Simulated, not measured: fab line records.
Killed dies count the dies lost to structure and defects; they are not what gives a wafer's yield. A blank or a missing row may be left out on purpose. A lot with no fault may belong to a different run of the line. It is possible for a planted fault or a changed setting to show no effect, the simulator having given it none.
fab line records    flow n5-finfet
[record] lots = 7  wafers = 39
route steps=1938 shown DUMMY_GATE@228 SPACER0@260 SD_EPI_N@275 HKMG_FIN@412 MOL_CONTACT_COAG@609 PASSIVATION@1936
start-h: hours from the record's opening day to when the first of the lot's shown wafers began    wait-h: hours from the lot's prior step to this one    " identical to the entry in the row above    L1.1+2: several wafers, shown together as one row    - no value, or no start was given    * or withheld: withheld    < > ~ a bound
route shown NAME@n: NAME is a module with steps in the file, n the number in the route of the first one    usual: mean/standard deviation taken from wafers without a fault    same: alike in all rows    chamber/n: place in a boat    sites: the reading at each site    _std_site: standard deviation across them    _edge_site: inner sites' mean taken away from outer sites' mean    radius-mm: for every site, how far away it sits from the centre of the wafer    mask NAME#n: copy n    behind: the tool/chamber that last shaped the wafer    hold: cause of the lot's hold/its duration in hours/its outcome    device: the n, p or np transistor that did not switch    end of line: tests of these same wafers at the route's end    a step with no rows: only its recipe    killed: not the wafer's yield, but the dies lost to structure and defects at the first sort    map: dies across one wafer; x = killed, . = not, _ = none there
set.NAME: the run value of the setting; set.NAME@STEP: its run value at that earlier step    model.NAME: the simulator's own value behind a step, which no gauge read
lots run with intentionally changed settings; tables by step, rows by wafer
[[steps]]
[step N5_DUMMY_GATE_EXPOSE_12]
[recipe] mask-id = GATE  na = 0.33  source-shape = annular  sigma-inner = 0.2  sigma-outer = 0.6  polarization = unpolarized  target-cd-nm = 25  dose-mj = 34
[step N5_SPACER0_ALD_08]
[recipe] material = SiNx  target-thk-a = 20  temp-c = 400  ald-precursor-family = SiH2I2  ald-co-reactant = N2/H2-plasma  pressure-torr = 2
[step N5_SD_EPI_N_ETCH_35]
[recipe] chemistry = N2/H2  target = SOC  overetch-a = 1080  mask-material = SiARC  temp-c = 40  ion-energy-ev = 100  source-w = 3000  bias-w = 133  pressure-mtorr = 20  time-s = 486  n2-flow-sccm = 200  h2-flow-sccm = 200
[step N5_HKMG_FIN_ALD_79]
[recipe] material = TiN  target-thk-a = 15  temp-c = 400  ald-precursor-family = TiCl4  ald-co-reactant = NH3  pulse-time-s = 1  purge-time-s = 3  co-reactant-purge-time-s = 2  co-reactant-pulse-time-s = 2  ald-cycles = 68  pressure-torr = 3
[step N5_HKMG_FIN_CVD_62]
[recipe] material = a-Si  target-thk-a = 30  temp-c = 500  precursor = Si2H6  pressure-torr = 1  time-s = 20.8
[step N5_HKMG_FIN_ETCH_32]
[recipe] chemistry = N2/H2  target = SOC  target-depth-a = 2400  temp-c = 40  time-s = 300  ion-energy-ev = 200  mask-material = SiARC  pressure-mtorr = 30  source-w = 840  bias-w = 150  n2-flow-sccm = 200  h2-flow-sccm = 200
[step N5_HKMG_FIN_ETCH_35]
[recipe] chemistry = N2/H2  target = SOC  target-depth-a = 2158  ion-energy-ev = 65  bias-w = 5  source-w = 3000  time-s = 243.4  pressure-mtorr = 30  n2-flow-sccm = 200  h2-flow-sccm = 200
[step N5_MOL_CONTACT_COAG_ETCHBACK_134]
[recipe] chemistry = CHF3  target = SiO2  target-depth-a = 100  time-s = 6.7  ion-energy-ev = 200  pressure-mtorr = 30  source-w = 610  bias-w = 170  Ar_flow_sccm = 200  CHF3_flow_sccm = 50
[step N5_PASSIVATION_PROBE_49]
[usual] sort_bin_4_leakage = 0/0  sort-n-pass = 1073/18  sort-yield-pct = 90.9/1.5
lot.wafer  tool       chamber  start-h  wait-h  set.dose-mj@DUMMY_GATE_EXPOSE_12  set.target-thk-a@SPACER0_ALD_08  set.source-w@SD_EPI_N_ETCH_35  set.ald-cycles@HKMG_FIN_ALD_79  set.temp-c@HKMG_FIN_CVD_62  set.source-w@HKMG_FIN_ETCH_32  set.target-depth-a@HKMG_FIN_ETCH_35  set.time-s@MOL_CONTACT_COAG_ETCHBACK_134  sort_bin_4_leakage[%]  sort-n-pass  sort-yield-pct[%]
L074.1     prober-02  -        258.60   0.0     34                                21.19                            3000                           59                              500                         840                            2158                                 6.292                                     0                      1063         90.1
L074.2     prober-02  -        258.65   0.1     35.17                             20                               2688                           59                              500                         840                            1940                                 6.7                                       0                      1061         89.9
L074.3     prober-02  -        258.70   0.1     34                                21.19                            2688                           68                              500                         840                            2158                                 6.7                                       0                      1065         90.3
L074.4     prober-02  -        258.75   0.2     34                                20                               3000                           68                              510                         840                            1940                                 6.7                                       40.00                  0            0
L074.5     prober-02  -        258.80   0.2     35.17                             20                               2688                           59                              510                         840                            2158                                 6.292                                     27.88                  0            0
L074.6     prober-02  -        258.85   0.3     35.17                             21.19                            3000                           68                              510                         840                            1940                                 6.292                                     60.76                  0            0
L083.1     prober-01  -        317.75   0.0     34                                20                               3494                           68                              521.5                       840                            2158                                 6.7                                       88.73                  0            0
L083.2     prober-01  -        317.80   0.1     32.05                             20                               3000                           76                              521.5                       840                            2158                                 7.293                                     92.88                  0            0
L083.3     prober-01  -        317.85   0.1     34                                20                               3494                           68                              500                         840                            1913                                 7.293                                     0                      1086         92.0
L083.4     prober-01  -        317.90   0.2     32.05                             20                               3494                           76                              500                         840                            2158                                 6.7                                       0                      1057         89.6
L083.5     prober-01  -        317.95   0.2     34                                20                               3000                           76                              521.5                       840                            1913                                 7.293                                     90.42                  0            0
L083.6     prober-01  -        318.00   0.3     32.05                             20                               3000                           68                              500                         840                            1913                                 6.7                                       0                      1080         91.5
L086.1     prober-01  -        331.58   0.0     34                                18.15                            3000                           58                              482.3                       840                            2158                                 6.7                                       0                      1080         91.5
L086.2     prober-01  -        331.63   0.1     35.5                              20                               3000                           68                              482.3                       840                            2158                                 6.7                                       0                      1064         90.2
L086.3     prober-01  -        331.68   0.1     34                                20                               3000                           58                              500                         840                            1997                                 6.7                                       0                      1087         92.1
L086.4     prober-01  -        331.73   0.2     35.5                              20                               3000                           68                              500                         840                            2158                                 6.7                                       0                      1098         93.1
L086.5     prober-01  -        331.78   0.2     34                                18.15                            3000                           68                              482.3                       840                            1997                                 6.7                                       0                      1063         90.1
L086.6     prober-01  -        331.83   0.3     35.5                              18.15                            3000                           58                              500                         840                            1997                                 6.7                                       0                      1066         90.3
L085.1     prober-01  -        333.57   0.0     34                                20                               3000                           68                              500                         840                            2284                                 6.7                                       0                      1083         91.8
L085.2     prober-01  -        333.62   0.1     34                                21.42                            3000                           68                              490.2                       899.4                          2284                                 6.7                                       0                      1087         92.1
L085.3     prober-01  -        333.67   0.1     34                                21.42                            3000                           68                              500                         899.4                          2158                                 6.7                                       0                      1065         90.3
L085.4     prober-01  -        333.72   0.2     34                                20                               3000                           68                              490.2                       840                            2158                                 7.73                                      0                      1092         92.5
L085.5     prober-01  -        333.77   0.2     34                                21.42                            3000                           68                              500                         840                            2158                                 7.73                                      0                      1083         91.8
L085.6     prober-01  -        333.82   0.3     34                                20                               3000                           68                              490.2                       899.4                          2284                                 7.73                                      0                      1078         91.4
L088.1     prober-01  -        352.08   0.0     36.53                             20                               3000                           68                              500                         840                            2158                                 5.897                                     0                      1095         92.8
L088.2     prober-01  -        352.13   0.1     36.53                             18.79                            3000                           68                              500                         840                            2050                                 5.897                                     0                      1083         91.8
L088.3     prober-01  -        352.18   0.1     36.53                             18.79                            3000                           68                              500                         918                            2050                                 6.7                                       0                      1057         89.6
L088.4     prober-01  -        352.23   0.2     34                                18.79                            3000                           68                              500                         918                            2158                                 6.7                                       0                      1062         90.0
L088.5     prober-01  -        352.28   0.2     34                                20                               3000                           68                              500                         918                            2050                                 5.897                                     0                      1085         91.9
L088.6     prober-01  -        352.33   0.3     34                                20                               3000                           68                              500                         840                            2158                                 6.7                                       0                      1094         92.7
L092.1     prober-01  -        376.51   1.1     34                                20                               3000                           68                              500                         840                            2158                                 6.7                                       0                      1087         92.1
L092.3     prober-01  -        376.61   1.2     34                                20                               3000                           68                              500                         840                            2158                                 6.7                                       0                      1052         89.2
L092.4     prober-01  -        376.66   1.2     34                                20                               3000                           68                              500                         840                            2158                                 6.7                                       0                      1071         90.8
L094.1     prober-02  -        386.71   0.0     34                                20                               3000                           68                              522.6                       968.1                          1935                                 6.7                                       91.19                  0            0
L094.2     prober-02  -        386.76   0.1     34                                20                               3000                           68                              522.6                       968.1                          2158                                 6.7                                       92.54                  0            0
L094.3     prober-02  -        386.81   0.1     34                                20                               3436                           68                              500                         968.1                          1935                                 6.7                                       0                      1086         92.0
L094.4     prober-02  -        386.86   0.2     34                                20                               3436                           68                              500                         840                            1935                                 6.7                                       0                      1076         91.2
L094.5     prober-02  -        386.91   0.2     34                                20                               3000                           68                              500                         840                            2158                                 6.7                                       0                      1075         91.1
L094.6     prober-02  -        386.96   0.3     34                                20                               3436                           68                              522.6                       840                            2158                                 6.7                                       90.42                  0            0
// killed by level:class
L074.1 MOL_CONTACT_COAG:geometric-particle:open=20 STI_FIN_REVEAL:geometric-particle:open=16 BEOL_M0_SAQP:geometric-particle:short=7 BEOL_M2:geometric-particle:open=7 BEOL_M1:geometric-particle:open=6 BEOL_M0_SAQP:geometric-particle:open=5 BEOL_M3:geometric-particle:open=5 DUMMY_GATE:geometric-particle:open=4
L074.2 BEOL_M3:geometric-particle:open=15 MOL_CONTACT_COAG:geometric-particle:open=12 BEOL_M1:geometric-particle:open=8 BEOL_M5:geometric-particle:open=7 BEOL_M0_SAQP:geometric-particle:open=7 FIN_SAQP:geometric-particle:short=6 BEOL_M0_SAQP:geometric-particle:short=6 BEOL_M0:geometric-particle:open=6
L074.3 MOL_CONTACT_COAG:geometric-particle:open=14 FIN_SAQP:geometric-particle:open=13 STI_FIN_REVEAL:geometric-particle:open=10 BEOL_M2:geometric-particle:open=9 FIN_SAQP:geometric-particle:short=7 BEOL_M3:geometric-particle:open=7 STI_FIN_REVEAL:geometric-particle:short=5 BEOL_M0_SAQP:geometric-particle:open=5
L074.4 MOL_CONTACT_COAG:geometric-particle:open=15 STI_FIN_REVEAL:geometric-particle:open=10 FIN_SAQP:geometric-particle:open=8 BEOL_M2:geometric-particle:open=8 BEOL_M0_SAQP:geometric-particle:open=7 BEOL_M1:geometric-particle:open=6 BEOL_M0_SAQP:geometric-particle:short=5 BEOL_M1:geometric-particle:short=5
L074.5 STI_FIN_REVEAL:geometric-particle:open=16 MOL_CONTACT_COAG:geometric-particle:open=16 BEOL_M2:geometric-particle:open=13 FIN_SAQP:geometric-particle:short=8 FIN_SAQP:geometric-particle:open=8 BEOL_M1:geometric-particle:open=7 BEOL_M0_SAQP:geometric-particle:open=6 BEOL_M0_SAQP:geometric-particle:short=6
L074.6 FIN_SAQP:geometric-particle:open=18 BEOL_M0_SAQP:geometric-particle:open=13 FIN_SAQP:geometric-particle:short=10 BEOL_M2:geometric-particle:open=10 BEOL_M0_SAQP:geometric-particle:short=8 MOL_CONTACT_COAG:geometric-particle:open=8 BEOL_M3:geometric-particle:open=7 BEOL_M0:geometric-particle:short=6
L083.1 STI_FIN_REVEAL:geometric-particle:open=19 HKMG_FIN:area-etch=14 BEOL_M1:geometric-particle:open=10 FIN_SAQP:geometric-particle:short=8 BEOL_M0_SAQP:geometric-particle:open=8 BEOL_M0_SAQP:geometric-particle:short=7 MOL_CONTACT_COAG:geometric-particle:open=6 STI_FIN_REVEAL:geometric-particle:short=5
L083.2 FIN_SAQP:geometric-particle:open=11 STI_FIN_REVEAL:geometric-particle:open=9 FIN_SAQP:geometric-particle:short=7 BEOL_M3:geometric-particle:open=7 MOL_CONTACT_COAG:geometric-particle:open=5 BEOL_M3:geometric-particle:short=4 STARTING-WAFER:geometric-particle:short=4 GATE_CUT:geometric-particle:short=3
L083.3 FIN_SAQP:geometric-particle:short=12 BEOL_M2:geometric-particle:open=11 BEOL_M3:geometric-particle:open=10 MOL_CONTACT_COAG:geometric-particle:open=7 FIN_SAQP:geometric-particle:open=6 STI_FIN_REVEAL:geometric-particle:open=6 ILD0:geometric-particle:open=5 BEOL_M0_SAQP:geometric-particle:open=4
L083.4 FIN_SAQP:geometric-particle:short=20 FIN_SAQP:geometric-particle:open=13 STI_FIN_REVEAL:geometric-particle:open=11 BEOL_M1:geometric-particle:open=7 GATE_CUT:geometric-particle:short=6 STARTING-WAFER:geometric-particle:short=5 BEOL_M0_SAQP:geometric-particle:open=5 MOL_CONTACT_COAG:geometric-particle:open=5
L083.5 FIN_SAQP:geometric-particle:short=10 FIN_SAQP:geometric-particle:open=9 BEOL_M0_SAQP:geometric-particle:short=7 STI_FIN_REVEAL:geometric-particle:open=5 GATE_CUT:geometric-particle:short=5 MOL_CONTACT_COAG:geometric-particle:open=5 BEOL_M1:geometric-particle:open=5 BEOL_M3:geometric-particle:open=5
L083.6 FIN_SAQP:geometric-particle:short=10 BEOL_M1:geometric-particle:open=9 HKMG_FIN:area-etch=8 MOL_CONTACT_COAG:geometric-particle:open=7 BEOL_M0:geometric-particle:open=6 FIN_SAQP:geometric-particle:open=5 BEOL_M0_SAQP:geometric-particle:short=5 BEOL_M3:geometric-particle:open=5
L086.1 BEOL_M2:geometric-particle:open=17 FIN_SAQP:geometric-particle:open=11 BEOL_M3:geometric-particle:open=10 BEOL_M4:geometric-particle:open=10 FIN_SAQP:geometric-particle:short=6 BEOL_M0:geometric-particle:open=4 BEOL_M5:geometric-particle:open=4 STI_FIN_REVEAL:geometric-particle:open=3
L086.2 BEOL_M4:geometric-particle:open=17 BEOL_M1:geometric-particle:open=9 BEOL_M3:geometric-particle:open=9 FIN_SAQP:geometric-particle:open=8 MOL_CONTACT_COAG:geometric-particle:open=7 FIN_SAQP:geometric-particle:short=5 BEOL_M0:geometric-particle:open=5 BEOL_M2:geometric-particle:open=5
L086.3 BEOL_M4:geometric-particle:open=15 FIN_SAQP:geometric-particle:open=10 BEOL_M1:geometric-particle:open=8 DUMMY_GATE:geometric-particle:open=7 MOL_CONTACT_COAG:geometric-particle:open=7 BEOL_M3:geometric-particle:open=7 FIN_SAQP:geometric-particle:short=5 BEOL_M0_SAQP:geometric-particle:open=5
L086.4 BEOL_M4:geometric-particle:open=12 FIN_SAQP:geometric-particle:open=10 STI_FIN_REVEAL:geometric-particle:open=8 BEOL_M3:geometric-particle:open=7 BEOL_M0_SAQP:geometric-particle:short=6 BEOL_M0_SAQP:geometric-particle:open=5 BEOL_M5:geometric-particle:open=5 BEOL_M1:geometric-particle:open=4
L086.5 MOL_CONTACT_COAG:geometric-particle:open=10 FIN_SAQP:geometric-particle:open=9 BEOL_M2:geometric-particle:open=9 HKMG_FIN:area-etch=8 FIN_SAQP:geometric-particle:short=7 ILD0:geometric-particle:short=7 GATE_CUT:geometric-particle:short=7 BEOL_M3:geometric-particle:open=7
L086.6 FIN_SAQP:geometric-particle:open=17 BEOL_M1:geometric-particle:open=10 MOL_CONTACT_COAG:geometric-particle:open=9 BEOL_M2:geometric-particle:open=7 BEOL_M4:geometric-particle:open=7 STI_FIN_REVEAL:geometric-particle:open=6 BEOL_M5:geometric-particle:open=6 FIN_SAQP:geometric-particle:short=5
L085.1 BEOL_M2:geometric-particle:open=13 FIN_SAQP:geometric-particle:short=9 BEOL_M0_SAQP:geometric-particle:short=9 FIN_SAQP:geometric-particle:open=6 MOL_CONTACT_COAG:geometric-particle:open=6 BEOL_M3:geometric-particle:open=6 BEOL_M1:geometric-particle:open=5 BEOL_M2:geometric-particle:short=5
L085.2 BEOL_M0_SAQP:geometric-particle:short=12 BEOL_M1:geometric-particle:open=11 MOL_CONTACT_COAG:geometric-particle:open=8 DUMMY_GATE:geometric-particle:open=6 FIN_SAQP:geometric-particle:open=4 STI_FIN_REVEAL:geometric-particle:open=4 DUMMY_GATE:geometric-particle:short=4 BEOL_M0_SAQP:geometric-particle:open=4
L085.3 BEOL_M1:geometric-particle:open=11 FIN_SAQP:geometric-particle:short=9 STI_FIN_REVEAL:geometric-particle:open=9 MOL_CONTACT_COAG:geometric-particle:open=9 BEOL_M0_SAQP:geometric-particle:short=9 FIN_SAQP:geometric-particle:open=7 BEOL_M4:geometric-particle:open=7 BEOL_M0_SAQP:geometric-particle:open=5
L085.4 BEOL_M1:geometric-particle:open=11 FIN_SAQP:geometric-particle:open=10 FIN_SAQP:geometric-particle:short=9 BEOL_M0_SAQP:geometric-particle:short=9 BEOL_M2:geometric-particle:open=7 BEOL_M0_SAQP:geometric-particle:open=6 BEOL_M3:geometric-particle:open=6 DUMMY_GATE:geometric-particle:open=4
L085.5 FIN_SAQP:geometric-particle:short=12 STI_FIN_REVEAL:geometric-particle:open=11 DUMMY_GATE:geometric-particle:open=9 BEOL_M0_SAQP:geometric-particle:open=9 MOL_CONTACT_COAG:geometric-particle:open=8 BEOL_M0_SAQP:geometric-particle:short=8 BEOL_M1:geometric-particle:open=6 FIN_SAQP:geometric-particle:open=4
L085.6 FIN_SAQP:geometric-particle:short=13 BEOL_M0_SAQP:geometric-particle:open=12 MOL_CONTACT_COAG:geometric-particle:open=10 FIN_SAQP:geometric-particle:open=9 BEOL_M2:geometric-particle:open=9 BEOL_M0_SAQP:geometric-particle:short=6 ILD0:geometric-particle:open=4 BEOL_M3:geometric-particle:open=4
L088.1 STI_FIN_REVEAL:geometric-particle:open=8 BEOL_M0_SAQP:geometric-particle:open=8 BEOL_M0_SAQP:geometric-particle:short=8 GATE_CUT:geometric-particle:short=7 STARTING-WAFER:geometric-particle:open=7 BEOL_M2:geometric-particle:open=6 MOL_CONTACT_COAG:geometric-particle:open=4 BEOL_M1:geometric-particle:open=4
L088.2 MOL_CONTACT_COAG:geometric-particle:open=10 BEOL_M0_SAQP:geometric-particle:open=9 BEOL_M4:geometric-particle:open=8 BEOL_M2:geometric-particle:open=7 STI_FIN_REVEAL:geometric-particle:open=6 FIN_SAQP:geometric-particle:short=5 BEOL_M1:geometric-particle:open=5 BEOL_M3:geometric-particle:open=4
L088.3 BEOL_M0_SAQP:geometric-particle:short=17 BEOL_M0_SAQP:geometric-particle:open=13 BEOL_M2:geometric-particle:open=12 FIN_SAQP:geometric-particle:open=9 STI_FIN_REVEAL:geometric-particle:open=8 DUMMY_GATE:geometric-particle:open=6 BEOL_M4:geometric-particle:open=5 HKMG_FIN:area-etch=5
L088.4 BEOL_M0_SAQP:geometric-particle:short=20 BEOL_M0_SAQP:geometric-particle:open=14 GATE_CUT:geometric-particle:short=11 BEOL_M1:geometric-particle:open=10 STI_FIN_REVEAL:geometric-particle:open=7 MOL_CONTACT_COAG:geometric-particle:open=7 BEOL_M2:geometric-particle:open=6 FIN_SAQP:geometric-particle:open=5
L088.5 FIN_SAQP:geometric-particle:short=8 BEOL_M0_SAQP:geometric-particle:short=8 STI_FIN_REVEAL:geometric-particle:open=7 BEOL_M2:geometric-particle:open=7 HKMG_FIN:area-etch=7 FIN_SAQP:geometric-particle:open=5 DUMMY_GATE:geometric-particle:open=5 GATE_CUT:geometric-particle:short=4
L088.6 STI_FIN_REVEAL:geometric-particle:open=18 BEOL_M0_SAQP:geometric-particle:short=9 MOL_CONTACT_COAG:geometric-particle:open=7 BEOL_M0_SAQP:geometric-particle:open=6 STI_FIN_REVEAL:geometric-particle:short=4 DUMMY_GATE:geometric-particle:open=4 GATE_CUT:geometric-particle:short=4 BEOL_M1:geometric-particle:open=4
L092.1 BEOL_M0_SAQP:geometric-particle:open=11 BEOL_M1:geometric-particle:open=9 MOL_CONTACT_COAG:geometric-particle:open=8 BEOL_M3:geometric-particle:open=7 BEOL_M4:geometric-particle:open=7 GATE_CUT:geometric-particle:open=6 BEOL_M2:geometric-particle:open=6 GATE_CUT:geometric-particle:short=5
L092.3 FIN_SAQP:geometric-particle:short=18 BEOL_M1:geometric-particle:open=14 MOL_CONTACT_COAG:geometric-particle:short=11 BEOL_M0_SAQP:geometric-particle:open=10 GATE_CUT:geometric-particle:short=7 MOL_CONTACT_COAG:geometric-particle:open=6 BEOL_M3:geometric-particle:open=6 FIN_SAQP:geometric-particle:open=5
L092.4 STI_FIN_REVEAL:geometric-particle:open=12 FIN_SAQP:geometric-particle:open=9 BEOL_M2:geometric-particle:open=9 BEOL_M1:geometric-particle:open=7 FIN_SAQP:geometric-particle:short=6 STI_FIN_REVEAL:geometric-particle:short=5 MOL_CONTACT_COAG:geometric-particle:open=5 ILD0:geometric-particle:short=4
L094.1 MOL_CONTACT_COAG:geometric-particle:open=14 BEOL_M0_SAQP:geometric-particle:open=13 BEOL_M0_SAQP:geometric-particle:short=13 PAD_METAL:geometric-particle:short=6 MIM_TOP:geometric-particle:short=5 PAD_METAL:geometric-particle:open=4 FIN_SAQP:geometric-particle:open=3 FIN_SAQP:geometric-particle:short=3
L094.2 MOL_CONTACT_COAG:geometric-particle:open=16 BEOL_M0_SAQP:geometric-particle:open=7 BEOL_M2:geometric-particle:open=7 FIN_SAQP:geometric-particle:short=5 BEOL_M0_SAQP:geometric-particle:short=5 STI_FIN_REVEAL:geometric-particle:open=4 PAD_METAL:geometric-particle:open=4 PAD_METAL:geometric-particle:short=4
L094.3 FIN_SAQP:geometric-particle:open=11 BEOL_M0_SAQP:geometric-particle:open=7 BEOL_M2:geometric-particle:open=7 BEOL_M1:geometric-particle:open=6 BEOL_M0_SAQP:geometric-particle:short=4 BEOL_M4:geometric-particle:open=4 PAD_METAL:geometric-particle:open=4 PAD_METAL:geometric-particle:short=4
L094.4 BEOL_M0_SAQP:geometric-particle:short=14 MOL_CONTACT_COAG:geometric-particle:open=9 FIN_SAQP:geometric-particle:open=8 BEOL_M0:geometric-particle:open=7 BEOL_M1:geometric-particle:open=7 FIN_SAQP:geometric-particle:short=6 BEOL_M0_SAQP:geometric-particle:open=4 BEOL_M2:geometric-particle:open=4
L094.5 BEOL_M0_SAQP:geometric-particle:short=14 MOL_CONTACT_COAG:geometric-particle:open=11 BEOL_M2:geometric-particle:open=11 BEOL_M3:geometric-particle:open=10 BEOL_M0_SAQP:geometric-particle:open=6 FIN_SAQP:geometric-particle:open=5 BEOL_M3:geometric-particle:short=5 BEOL_M1:geometric-particle:open=3
L094.6 MOL_CONTACT_COAG:geometric-particle:open=15 BEOL_M2:geometric-particle:open=12 FIN_SAQP:geometric-particle:open=11 BEOL_M0_SAQP:geometric-particle:short=7 BEOL_M3:geometric-particle:open=7 BEOL_M5:geometric-particle:open=5 FIN_SAQP:geometric-particle:short=5 BEOL_M0_SAQP:geometric-particle:open=5
[[key]]
[split] step = N5_DUMMY_GATE_EXPOSE_12  setting = dose-mj  stated-as = 34
response none clear
[split] step = N5_SPACER0_ALD_08  setting = target-thk-a  stated-as = 20
response none clear
[split] step = N5_SD_EPI_N_ETCH_35  setting = source-w  stated-as = 3000
response none clear
[split] step = N5_HKMG_FIN_ALD_79  setting = ald-cycles  stated-as = 68
response none clear
[split] step = N5_HKMG_FIN_CVD_62  setting = temp-c  stated-as = 500
[response] step = N5_PASSIVATION_PROBE_49  reading = sort_bin_4_leakage  slope = +14.6  per = 1%  together-with = all  explained = 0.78
[response] step = N5_PASSIVATION_PROBE_49  reading = sort-yield-pct  slope = -16.6  per = 1%  together-with = all  explained = 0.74
[response] step = N5_PASSIVATION_PROBE_49  reading = sort-n-pass  slope = -196  per = 1%  together-with = all  explained = 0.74
[split] step = N5_HKMG_FIN_ETCH_32  setting = source-w  stated-as = 840
response none clear
[split] step = N5_HKMG_FIN_ETCH_35  setting = target-depth-a  stated-as = 2158
response none clear
[split] step = N5_MOL_CONTACT_COAG_ETCHBACK_134  setting = time-s  stated-as = 6.7
response none clear
